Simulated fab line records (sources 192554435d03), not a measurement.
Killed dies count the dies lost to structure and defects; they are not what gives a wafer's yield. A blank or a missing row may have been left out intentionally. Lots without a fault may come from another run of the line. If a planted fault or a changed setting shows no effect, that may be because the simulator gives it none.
fab line records ; flow n5Finfet
record: lots: 10; wafers: 28; lastDay: 17
route steps=1938 shown BEOL_M15@1809 PASS1_DEP@1831 PASSIVATION@1936
lots untouched by any fault: they come from a run of this same line in which no faults occurred
startH: the number of hours between the record's first day and the start of the first shown wafer of the lot ; waitH: hours from the lot's prior step to this one ; " as in the row above ; L1.1+2: a single row standing in for several wafers ; - no value present, or no start provided ; * or withheld: withheld ; < > ~ a bound
route shown NAME@n: a module of which the file shows steps, and the number in the route of the first ; usual: mean/standard deviation taken from wafers without a fault ; same: alike in all rows ; chamber/n: place in a boat ; sites: the reading at each site ; _std_site: standard deviation across them ; _edge_site: outer sites' mean less inner sites' ; radiusMm: how far each site lies from the wafer's centre ; mask NAME#n: copy n ; behind: the last tool/chamber to shape the wafer ; hold: the reason the lot was held/the length of the hold in hours/how it ended ; device: the transistor (n, p or np) that didn't switch ; end of line: tests run on the same wafers once the route is complete ; where a step has no rows: the recipe by itself ; killed: the dies lost at the first sort to structure and to defects; this is not the yield of the wafer ; map: dies across one wafer; x = killed, . = not, _ = none there
set.NAME: the setting as run; set.NAME@STEP: as run at that earlier step ; model.NAME: the simulator's own value behind a step, which no gauge read
a sample of lots followed through the steps of the route, with each step as a table and each wafer as a row
services: from which hour (startH, from the record's first day; less than 0 if before it) a tool's chamber was out of use, for how many hours, and why
== steps ==
step: N5_BEOL_M15_TRENCH_ETCH_34
recipe: chemistry: C4F8/O2/Ar; target: SiO2; targetDepthA: 8729.3; heInnerTorr: 15; heOuterTorr: 30; timeS: 199; ionEnergyEv: 800; pressureMtorr: 20; sourceW: 1905; biasW: 2040; Ar_flow_sccm: 400; C4F8_flow_sccm: 16; O2_flow_sccm: 12
usual: drypumpMotorCurrentA: 5.8/0.58; heInnerTorr: 14.997/0.03; heOuterTorr: 30.00/0.062; oes_f_703_au: 0.79/0.087; oesProductAu: 0.80/0.089; rfVppV: 2253/36; showerheadPlenumPTorr: 3.46/0.1; throttleValvePct: 30.9/0.33
lot.wafer;tool;chamber;startH;waitH;drypumpMotorCurrentA;heInnerTorr;heOuterTorr;oes_f_703_au;oesProductAu;rfHoursCounterH;rfVppV;showerheadPlenumPTorr;throttleValvePct
L684.1;rieDiel-03;2;250.76;0.0;5.5;15.005;30.00;0.67;0.67;244;2262;3.28;31.3
L684.5;rieDiel-03;3;250.76;0.0;6.3;14.973;29.99;0.69;0.70;-;2280;3.56;30.9
L686.2;rieDiel-03;3;254.02;0.0;6.2;15.020;30.02;0.69;0.70;225;2280;3.56;30.9
L686.3;rieDiel-03;2;254.02;0.0;5.5;15.022;30.06;0.67;0.67;246;2262;3.28;31.3
L686.4;rieDiel-03;0;254.02;0.0;5.0;15.041;30.03;0.82;0.84;88;2238;3.46;30.4
L689.1;rieDiel-03;3;270.57;0.1;6.2;14.991;30.14;0.69;0.69;232;2279;3.55;30.9
L689.3;rieDiel-03;0;270.57;0.1;5.0;15.042;29.88;0.82;0.82;-;2239;3.45;30.4
L689.6;rieDiel-03;0;270.57;0.1;5.0;15.071;30.02;0.81;0.82;-;2238;3.45;30.4
L690.3;rieDiel-04;1;300.62;0.0;6.5;14.982;29.92;0.73;0.76;136;2268;3.47;31.2
L690.4;rieDiel-04;3;300.62;0.0;6.6;15.012;29.88;0.70;0.69;224;2253;3.27;31.2
L690.5;rieDiel-04;3;300.62;0.0;6.6;14.986;29.92;0.70;0.70;-;2253;3.27;31.2
L697.1;rieDiel-03;2;337.20;0.0;5.5;15.012;30.05;0.88;0.89;22;2299;3.66;30.8
L697.5;rieDiel-03;0;337.20;0.0;5.0;15.035;30.02;0.79;0.79;-;2237;3.44;30.4
L697.6;rieDiel-03;1;337.20;0.0;5.3;15.051;30.01;0.72;0.73;-;2257;3.44;31.0
L698.1;rieDiel-04;0;355.22;0.0;5.7;14.992;30.01;0.87;0.88;42;2220;3.49;31.2
L698.3;rieDiel-04;3;355.22;0.0;6.6;14.991;30.11;0.69;0.68;241;2252;3.26;31.2
L698.4;rieDiel-04;1;355.22;0.0;6.5;15.001;29.92;0.72;0.76;151;2266;3.46;31.2
L701.2;rieDiel-03;2;364.78;0.0;5.5;15.024;30.08;0.87;0.88;30;2298;3.66;30.8
L701.3;rieDiel-03;3;364.78;0.0;6.2;15.005;30.02;0.95;0.97;11;2278;3.54;30.7
L701.6;rieDiel-03;3;364.78;0.0;6.2;15.017;30.01;0.93;0.97;-;2277;3.54;30.7
L699.1;rieDiel-01;0;365.54;0.0;4.8;15.012;30.01;0.81;0.82;100;2191;3.46;30.8
L699.4;rieDiel-01;1;365.54;0.0;5.2;15.022;29.98;0.97;0.98;-;2173;3.35;30.8
L699.5;rieDiel-01;2;365.54;0.0;6.1;14.974;29.93;0.86;0.87;-;2210;3.32;30.3
L703.3;rieDiel-03;2;377.27;0.0;5.5;14.926;30.05;0.86;0.90;34;2299;3.66;30.8
L703.4;rieDiel-03;0;377.27;0.0;5.0;14.992;30.02;0.78;0.79;133;2235;3.43;30.5
L703.6;rieDiel-03;0;377.27;0.0;5.1;14.963;30.07;0.78;0.78;-;2237;3.43;30.4
L702.1;rieDiel-04;0;377.91;0.0;5.7;14.958;30.02;0.86;0.87;48;2220;3.49;31.2
L702.3;rieDiel-04;2;377.91;0.0;5.7;14.989;30.01;0.76;0.78;79;2318;3.51;31.4
step: N5_BEOL_M15_STRIP_62
recipe: chemistry: O2; powerW: 600; tempC: 60; pressureMtorr: 30; rfFrequencyHz: 6e+07; biasPowerW: 0; overashFraction: 0.3; o2FlowSccm: 225
usual: drypumpMotorCurrentA: 5.6/0.58; oesProductAu: 0.82/0.091; rfVppV: 3.7/0.5; showerheadPlenumPTorr: 2.10/0.072; throttleValvePct: 16.57/0.25
same: biasPowerW: 0
lot.wafer;tool;chamber;startH;waitH;drypumpMotorCurrentA;oesProductAu;rfHoursCounterH;rfVppV;showerheadPlenumPTorr;throttleValvePct
L684.1;rieDiel-01;3;-;-;6.4;0.85;79;4.7;2.04;16.54
L684.5;rieDiel-01;0;-;-;4.7;0.87;-;3.6;2.11;16.43
L686.2;rieDiel-04;3;-;-;6.6;0.71;213;3.8;2.00;17.11
L686.3;rieDiel-04;1;-;-;6.5;0.78;124;4.8;2.10;16.70
L686.4;rieDiel-04;2;-;-;5.7;0.85;46;4.0;2.15;16.82
L689.1;rieDiel-01;1;-;-;5.2;0.68;237;2.5;2.06;17.06
L689.3;rieDiel-01;0;-;-;4.7;0.85;73;2.8;2.11;16.44
L689.6;rieDiel-01;1;-;-;5.2;0.68;-;4.0;2.06;17.06
L690.3;rieDiel-04;1;-;-;6.5;0.77;136;4.3;2.10;16.71
L690.4;rieDiel-04;2;-;-;5.7;0.84;56;3.5;2.15;16.84
L690.5;rieDiel-04;2;-;-;5.7;0.84;-;2.8;2.15;16.82
L697.1;rieDiel-03;3;-;-;6.2;1.00;3;4.1;2.16;16.37
L697.5;rieDiel-03;0;-;-;5.0;0.80;-;3.0;2.11;16.34
L697.6;rieDiel-03;1;-;-;5.3;0.72;-;4.6;2.06;16.50
L698.1;rieDiel-01;1;-;-;5.2;1.01;0;4.1;2.05;16.61
L698.3;rieDiel-01;0;-;-;4.7;0.83;-;3.9;2.10;16.49
L698.4;rieDiel-01;1;-;-;5.2;1.00;-;3.6;2.06;16.63
L701.2;rieDiel-03;3;-;-;6.2;0.98;11;3.9;2.16;16.39
L701.3;rieDiel-03;0;-;-;5.0;0.79;130;4.7;2.10;16.35
L701.6;rieDiel-03;2;-;-;5.5;0.89;-;3.9;2.25;16.56
L699.1;rieDiel-04;2;-;-;5.7;0.80;76;3.0;2.14;16.87
L699.4;rieDiel-04;1;-;-;6.5;0.75;154;3.4;2.09;16.75
L699.5;rieDiel-04;3;-;-;6.6;0.68;-;4.1;1.99;17.17
L703.3;rieDiel-01;0;-;-;4.7;0.81;104;4.5;2.10;16.50
L703.4;rieDiel-01;2;-;-;6.1;0.86;75;3.3;2.01;16.25
L703.6;rieDiel-01;2;-;-;6.1;0.86;-;3.3;2.01;16.21
L702.1;rieDiel-03;0;-;-;5.0;0.79;134;3.9;2.10;16.37
L702.3;rieDiel-03;3;-;-;6.2;0.96;15;3.3;2.16;16.41
step: N5_BEOL_M15_SPUTTER_45
recipe: material: Cu; targetThkA: 1000; tempC: -20; biasV: 60; powerW: 26000; chamberPressurePa: 0.13; timeS: 16.67
usual: biasV: 60.0/0.57; throttleValvePct: 30.3/1
lot.wafer;tool;chamber;startH;waitH;biasV;throttleValvePct
L684.1;pvdSputter-03;-;252.96;0.0;59.9;31.1
L684.5;pvdSputter-03;-;252.96;0.0;61.0;30.7
L686.2;pvdSputter-03;-;256.88;0.0;60.1;31.2
L686.3;pvdSputter-03;-;256.88;0.0;60.9;29.9
L686.4;pvdSputter-03;-;256.88;0.0;60.3;30.1
L689.1;pvdSputter-01;-;271.59;0.0;58.8;31.2
L689.3;pvdSputter-01;-;271.59;0.0;59.8;29.8
L689.6;pvdSputter-01;-;271.59;0.0;60.6;31.8
L690.3;pvdSputter-02;-;301.73;0.0;59.5;31.0
L690.4;pvdSputter-02;-;301.73;0.0;60.8;29.6
L690.5;pvdSputter-02;-;301.73;0.0;61.0;29.7
L697.1;pvdSputter-01;-;341.46;0.0;60.2;29.7
L697.5;pvdSputter-01;-;341.46;0.0;61.0;31.4
L697.6;pvdSputter-01;-;341.46;0.0;60.1;29.1
L698.1;pvdSputter-01;-;360.91;0.0;59.5;29.8
L698.3;pvdSputter-01;-;360.91;0.0;59.8;31.7
L698.4;pvdSputter-01;-;360.91;0.0;59.4;28.7
L701.2;pvdSputter-03;-;367.12;0.0;60.0;29.7
L701.3;pvdSputter-03;-;367.12;0.0;59.6;31.0
L701.6;pvdSputter-03;-;367.12;0.0;60.3;29.8
L699.1;pvdSputter-03;-;369.42;0.0;59.5;30.0
L699.4;pvdSputter-03;-;369.42;0.0;59.6;29.8
L699.5;pvdSputter-03;-;369.42;0.0;60.1;30.6
L703.3;pvdSputter-01;-;379.88;0.0;59.7;31.0
L703.4;pvdSputter-01;-;379.88;0.0;58.6;29.9
L703.6;pvdSputter-01;-;379.88;0.0;59.6;29.9
L702.1;pvdSputter-02;-;379.89;0.0;60.0;29.8
L702.3;pvdSputter-02;-;379.89;0.0;60.5;27.7
step: N5_PASSIVATION_PECVD_00
recipe: material: SiO2; targetThkA: 2000; tempC: 400; precursor: SiH4/N2O; pressureTorr: 2.7; rfW: 608; timeS: 11.2
usual: chamberPressureTorr: 2.700/0.0058; heaterPowerOuterW: 404/70; heaterPowerW: 686/92; showerheadPlenumPTorr: 8.23/0.12; showerheadVppV: 1556/64; throttleValvePct: 50.9/1.7
lot.wafer;tool;chamber;startH;waitH;chamberPressureTorr;heaterPowerOuterW;heaterPowerW;showerheadPlenumPTorr;showerheadVppV;throttleValvePct
L684.1;pecvd-04;2;255.33;0.8;2.698;445;758;8.14;1557;50.6
L684.5;pecvd-04;1;255.33;0.8;2.694;559;832;8.37;1565;54.8
L686.2;pecvd-04;2;258.98;0.7;2.695;470;788;8.17;1604;50.6
L686.3;pecvd-04;0;258.98;0.7;2.708;380;649;8.19;1595;50.4
L686.4;pecvd-04;0;258.98;0.7;2.696;384;678;8.17;1555;50.8
L689.1;pecvd-03;1;273.90;0.8;2.698;361;639;8.24;1473;49.8
L689.3;pecvd-03;0;273.90;0.8;2.698;415;787;8.34;1446;49.6
L689.6;pecvd-03;0;273.90;0.8;2.705;429;812;8.34;1475;49.4
L690.3;pecvd-04;0;303.87;0.5;2.709;293;560;8.19;1564;50.5
L690.4;pecvd-04;0;303.87;0.5;2.700;302;549;8.19;1556;50.5
L690.5;pecvd-04;0;303.87;0.5;2.701;311;570;8.19;1582;50.5
L697.1;pecvd-04;1;343.56;0.8;-;-;-;-;-;-
L697.5;pecvd-04;0;343.56;0.8;-;-;-;-;-;-
L697.6;pecvd-04;2;343.56;0.8;-;-;-;-;-;-
L698.1;pecvd-04;1;363.03;0.8;-;-;-;-;-;-
L698.3;pecvd-04;2;363.03;0.8;-;-;-;-;-;-
L698.4;pecvd-04;1;363.03;0.8;-;-;-;-;-;-
L701.2;pecvd-04;1;369.38;0.7;2.691;536;809;8.39;1559;55.1
L701.3;pecvd-04;0;369.38;0.7;2.684;335;597;8.17;1569;50.4
L701.6;pecvd-04;2;369.38;0.7;2.697;443;752;8.18;1594;50.6
L699.1;pecvd-04;1;371.62;0.8;-;-;-;-;-;-
L699.4;pecvd-04;0;371.62;0.8;-;-;-;-;-;-
L699.5;pecvd-04;1;371.62;0.8;-;-;-;-;-;-
L703.3;pecvd-04;1;381.97;0.5;2.703;473;733;8.38;1568;54.9
L703.4;pecvd-04;2;381.97;0.5;2.699;468;769;8.18;1575;50.8
L703.6;pecvd-04;0;381.97;0.5;2.696;382;626;8.19;1595;50.1
L702.1;pecvd-04;0;382.24;0.8;2.709;394;682;8.18;1564;50.4
L702.3;pecvd-04;2;382.24;0.8;2.693;429;721;8.17;1552;50.7
step: N5_PASSIVATION_PROBE_49
usual: defectLimitedYield: 90.9/1.5; killed_at_M0_to_M3: 36/10; killed_at_M4_up: 13/5.5; killedAtContacts: 12/5.6; killedAtFrontEnd: 42/12; killedAtOther: 4/3.2; killedDies: 108/18; killedOpen: 71/13; killedShort: 34/7.8; sort_bin_5_function: 5.4/1; sort_bin_6_memory: 3.4/0.68; sort_bin_8_speed: 0.00/0.0071; sortNPass: 1072/18; sortYieldPct: 90.9/1.5
same: grossDies: 1180; killedAtBackSide: 0; sort_bin_4_leakage[%]: 0
lot.wafer;tool;chamber;startH;waitH;defectLimitedYield[%];killed_at_M0_to_M3;killed_at_M4_up;killedAtContacts;killedAtFrontEnd;killedAtOther;killedDies;killedOpen;killedShort;sort_bin_5_function[%];sort_bin_6_memory[%];sort_bin_8_speed[%];sortNPass;sortYieldPct[%]
L697.1;prober-01;-;355.14;0.0;93.1;25;12;11;29;4;81;46;35;4.4;2.1;0;1099;93.1
L697.5;prober-01;-;355.34;0.2;93.7;17;4;13;38;2;74;48;25;3.7;2.3;0;1106;93.7
L697.6;prober-01;-;355.39;0.3;91.9;22;9;23;38;4;96;60;35;4.3;3.3;0;1084;91.9
L699.1;prober-01;-;385.70;0.0;92.9;23;13;6;38;4;84;49;35;3.5;3.1;0;1096;92.9
L699.4;prober-01;-;385.85;0.2;92.8;27;14;7;34;3;85;57;27;4.2;2.8;0;1095;92.8
L699.5;prober-01;-;385.90;0.2;92.4;34;12;9;32;3;90;73;17;4.6;2.8;0;1090;92.4
killed by level:class
L697.1 MOL_CONTACT_COAG:geometricParticle:open=9 FIN_SAQP:geometricParticle:open=7 BEOL_M1:geometricParticle:open=7 FIN_SAQP:geometricParticle:short=6 GATE_CUT:geometricParticle:short=5 BEOL_M2:geometricParticle:open=5 BEOL_M0_SAQP:geometricParticle:short=4 STARTING-WAFER:geometricParticle:short=4
L697.5 FIN_SAQP:geometricParticle:short=11 STI_FIN_REVEAL:geometricParticle:open=8 MOL_CONTACT_COAG:geometricParticle:open=8 FIN_SAQP:geometricParticle:open=6 DUMMY_GATE:geometricParticle:open=5 MOL_CONTACT_COAG:geometricParticle:short=5 BEOL_M1:geometricParticle:open=5 BEOL_M3:geometricParticle:open=5
L697.6 MOL_CONTACT_COAG:geometricParticle:open=17 GATE_CUT:geometricParticle:short=10 FIN_SAQP:geometricParticle:short=8 FIN_SAQP:geometricParticle:open=8 BEOL_M2:geometricParticle:open=8 MOL_CONTACT_COAG:geometricParticle:short=6 BEOL_M3:geometricParticle:open=4 DUMMY_GATE:geometricParticle:open=3
L699.1 STI_FIN_REVEAL:geometricParticle:open=11 FIN_SAQP:geometricParticle:short=8 MOL_CONTACT_COAG:geometricParticle:open=6 BEOL_M3:geometricParticle:open=6 FIN_SAQP:geometricParticle:open=5 BEOL_M0_SAQP:geometricParticle:short=5 BEOL_M2:geometricParticle:short=4 BEOL_M4:geometricParticle:open=4
L699.4 BEOL_M3:geometricParticle:open=9 DUMMY_GATE:geometricParticle:open=6 MOL_CONTACT_COAG:geometricParticle:open=6 BEOL_M2:geometricParticle:open=5 BEOL_M4:geometricParticle:open=5 STI_FIN_REVEAL:geometricParticle:open=4 GATE_CUT:geometricParticle:short=4 BEOL_M0_SAQP:geometricParticle:short=4
L699.5 BEOL_M1:geometricParticle:open=12 DUMMY_GATE:geometricParticle:open=8 MOL_CONTACT_COAG:geometricParticle:open=8 BEOL_M0_SAQP:geometricParticle:open=8 STI_FIN_REVEAL:geometricParticle:open=7 FIN_SAQP:geometricParticle:open=5 BEOL_M4:geometricParticle:open=5 STARTING-WAFER:geometricParticle:open=4
== services ==
tool;chamber;startH;hours;kind
rieDiel-01;1;240.27;4.0;repair
rieDiel-03;2;265.86;-;clean
rieDiel-03;2;265.86;-;consumableReplace:focusRing
rieDiel-03;2;265.86;-;consumableReplace:showerhead
rieDiel-03;2;265.86;14.9;scheduledDown
rieDiel-03;2;265.86;14.9;ventCycle
rieDiel-04;2;273.35;7.5;repair
pvdSputter-02;-;279.52;3.8;repair
pecvd-04;1;298.99;6.2;repair
pecvd-04;2;303.65;2.1;scheduledDown
rieDiel-03;3;316.84;-;clean
rieDiel-03;3;316.84;-;consumableReplace:focusRing
rieDiel-03;3;316.84;13.1;scheduledDown
rieDiel-03;3;316.84;13.1;ventCycle
pecvd-04;1;317.58;4.5;repair
pvdSputter-01;-;320.04;19.6;repair
rieDiel-01;1;324.46;-;clean
rieDiel-01;1;324.46;-;consumableReplace:focusRing
pecvd-04;1;327.41;2.1;scheduledDown
rieDiel-04;1;328.93;6.7;repair
pvdSputter-01;-;354.53;5.4;repair
rieDiel-01;3;357.36;12.1;repair
pecvd-03;0;357.77;12.8;repair
rieDiel-01;2;358.45;3.4;repair
== key ==
firstSign: step: N5_PASSIVATION_PECVD_00; reading: toolRecord; direction: missing
effect none on later readings
metAt N5_PASSIVATION_PECVD_00
struckLots L697,L698,L699
notActingAt N5_BEOL_M15_TRENCH_ETCH_34,N5_BEOL_M15_STRIP_62,N5_BEOL_M15_SPUTTER_45
onsetBetween 303.87 343.56
fault: kind: skippedStepWhole; tool: pecvd-04; chamber: -; onsetH: 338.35; steps: N5_PASSIVATION_PECVD_00; scope: struckLotsOnly
